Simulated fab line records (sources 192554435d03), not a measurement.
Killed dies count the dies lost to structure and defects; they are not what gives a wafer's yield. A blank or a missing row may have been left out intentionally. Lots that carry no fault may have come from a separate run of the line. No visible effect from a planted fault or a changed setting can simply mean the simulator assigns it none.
Matching of chambers ; flow n5Finfet ; N5_ILD0_LINER_00 on aldSin-01 has 4 sister chambers
The step material SiNx, target thk 4 nm, pulse time 1 s, purge time 2 s. 8 wafers are shown with their chamber, then 10 later ones without.

EACH WAFER AND ITS CHAMBER
wafer;chamber;heaterPowerW (W);susceptorTempC (C)
L076.5;3;971;400.19
L082.1;2;938;399.82
L087.1;2;921;400.26
L091.1;0;849;400.00
L091.2;3;965;400.16
L091.3;1;775;399.93
L093.1;0;843;400.32
L093.5;1;776;399.59

WAFERS WHOSE CHAMBER IS MISSING
wafer;heaterPowerW (W);susceptorTempC (C)
L093.6;836;399.87
L094.1;972;399.86
L094.3;759;399.96
L094.4;912;400.03
L095.2;845;399.77
L095.4;915;400.34
L095.5;836;399.88
L096.1;822;400.10
L096.3;951;399.72
L096.6;1006;399.80

WHICH CHAMBER EACH ONE RAN IN
wafer;from the rows above;in truth
L093.6;0;0
L094.1;3;3
L094.3;1;1
L094.4;2;2
L095.2;0;0
L095.4;2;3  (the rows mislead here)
L095.5;0;0
L096.1;0;0
L096.3;can't be placed: 3 or 2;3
L096.6;3;3
8 of 10 placed correctly. These rows do not allow placing 1 (true chamber among the candidates in 1). Placed wrongly: 1.
How it was worked out, from the rows above alone: a wafer's distance from a chamber is the root of the sum, over the readings, of the square of ((its reading less the chamber's mean) divided by the reading's scatter). The wafer belongs to the nearest chamber; if the next one is less than 2 further off, it can't be placed. A chamber's mean is the mean of its shown wafers. The scatter: the root of (the sum of the squares of (reading less its chamber's mean) over the shown wafers, divided by (wafers less chambers)).
